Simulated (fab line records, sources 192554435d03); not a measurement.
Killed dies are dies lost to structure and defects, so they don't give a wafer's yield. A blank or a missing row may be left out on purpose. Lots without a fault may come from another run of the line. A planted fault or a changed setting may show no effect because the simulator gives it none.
Chamber matching | flow n5_finfet | N5_SDB_ETCH_17 on rie_diel-01: 4 sister chambers
The step etches SiARC in CF4, target depth 23.4 nm, time 39 s. 4 wafers are shown with their chamber, then 7 later ones without.

WAFERS WITH THEIR CHAMBER
wafer  | chamber | throttle_valve_pct (%)
L078.2 | 3       | 15.46
L081.4 | 0       | 15.27
L084.1 | 1       | 15.14
L084.5 | 2       | 16.01

WAFERS WITHOUT THEIR CHAMBER
wafer  | throttle_valve_pct (%)
L084.6 | 15.51
L085.4 | 15.52
L085.5 | 15.15
L085.6 | 15.31
L095.2 | 16.06
L095.3 | 15.36
L095.5 | 16.06

WHICH CHAMBER EACH WENT THROUGH
wafer  | from the rows above     | in truth
L084.6 | 3                       | 3
L085.4 | 3                       | 3
L085.5 | 1                       | 1
L085.6 | 0                       | 0
L095.2 | 2                       | 2
L095.3 | can't be placed: 0 or 3 | 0
L095.5 | 2                       | 2
Placed correctly: 6 of 7. Can't be placed from these rows: 1 (the true chamber is among the candidates in 1). Placed wrongly: 0.
How it was worked out, from the rows above alone: a wafer's distance from a chamber is the root of the sum, over the readings, of the square of ((its reading less the chamber's mean) divided by the reading's scatter). The wafer belongs to the nearest chamber; if the next one is less than 2 further off, it can't be placed. A chamber's mean is the mean of its shown wafers. The scatter: with one shown wafer a chamber, the root of the mean of the squares of how far each hidden wafer lies from its nearest shown one.
